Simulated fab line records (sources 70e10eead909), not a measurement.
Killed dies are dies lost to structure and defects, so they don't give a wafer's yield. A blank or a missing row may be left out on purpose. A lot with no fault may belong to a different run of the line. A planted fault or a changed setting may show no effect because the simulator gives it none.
Matching of chambers ; flow nand harc ; NHARC_P_M2_ETCH_35 on rie diel-03: 4 sister chambers
The step etches the open film in N2/H2, target depth 40 nm, overetch 12 nm, time 43.94 s. 8 wafers are shown with their chamber, then 12 later ones without.

EACH WAFER AND ITS CHAMBER
wafer;chamber;showerhead plenum p Torr (Torr);drypump motor current A (A)
L083.1;3;2.07;5.6
L084.3;1;2.16;5.7
L084.6;2;1.91;5.8
L087.3;3;2.07;5.6
L087.5;0;2.04;6.3
L094.1;2;1.91;5.7
L094.4;0;2.03;6.3
L094.6;1;2.16;5.7

WAFERS WITHOUT THEIR CHAMBER
wafer;showerhead plenum p Torr (Torr);drypump motor current A (A)
L093.4;2.07;5.6
L093.5;1.91;5.8
L093.6;2.16;5.7
L095.1;1.91;5.8
L095.2;2.07;5.6
L095.4;2.16;5.7
L096.3;2.04;6.3
L096.5;2.06;5.5
L096.6;1.91;5.8
L097.1;1.91;5.8
L097.2;2.06;5.6
L097.6;1.91;5.8

WHICH CHAMBER EACH ONE RAN IN
wafer;from the rows above;in truth
L093.4;3;3
L093.5;2;2
L093.6;1;1
L095.1;2;2
L095.2;3;3
L095.4;1;1
L096.3;0;0
L096.5;3;3
L096.6;2;2
L097.1;2;2
L097.2;3;3
L097.6;2;2
Correct placement for 12 of the 12. Can't be placed from these rows: 0. 0 placed wrongly.
How it was worked out, from the rows above alone: a wafer's distance from a chamber is the root of the sum, over the readings, of the square of ((its reading less the chamber's mean) divided by the reading's scatter). If the next closest chamber is less than 2 further off than the closest, the wafer can't be placed; otherwise it belongs to the closest. Each chamber's mean is taken over the wafers shown for it. The scatter: the root of (the sum of the squares of (reading less its chamber's mean) over the shown wafers, divided by (wafers less chambers)).
